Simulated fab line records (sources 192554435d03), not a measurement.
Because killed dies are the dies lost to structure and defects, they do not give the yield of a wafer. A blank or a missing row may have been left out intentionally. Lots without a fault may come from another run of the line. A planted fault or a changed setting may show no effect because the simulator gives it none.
Matching of chambers	flow n5 finfet	rie diel-05 running N5_HKMG_FIN_STRIP_90: 4 sister chambers
The step strips SOC in N2/H2, time 20 s. 4 wafers are shown with their chamber, then 9 later ones without.

WAFERS WITH THEIR CHAMBER
wafer	chamber	showerhead plenum p Torr (Torr)
L084.6	1	3.20
L087.2	0	3.54
L087.5	2	3.59
L087.6	3	3.32

WAFERS WITH NO CHAMBER GIVEN
wafer	showerhead plenum p Torr (Torr)
L088.3	3.20
L088.4	3.32
L088.6	3.20
L090.2	3.59
L090.4	3.19
L090.6	3.32
L095.1	3.19
L095.3	3.31
L095.5	3.31

CHAMBER TAKEN BY EACH
wafer	from the rows above	in truth
L088.3	1	1
L088.4	3	3
L088.6	1	1
L090.2	2	2
L090.4	1	1
L090.6	3	3
L095.1	1	1
L095.3	3	3
L095.5	3	3
Correct placement for 9 of the 9. From these rows, 0 cannot be placed. 0 placed wrongly.
How it was worked out, from the rows above alone: a wafer's distance from a chamber is the root of the sum, over the readings, of the square of ((its reading less the chamber's mean) divided by the reading's scatter). If the next closest chamber is less than 2 further off than the closest, the wafer can't be placed; otherwise it belongs to the closest. For every chamber, the mean is computed from those of its wafers that are shown. The scatter: with one shown wafer a chamber, the root of the mean of the squares of how far each hidden wafer lies from its nearest shown one.
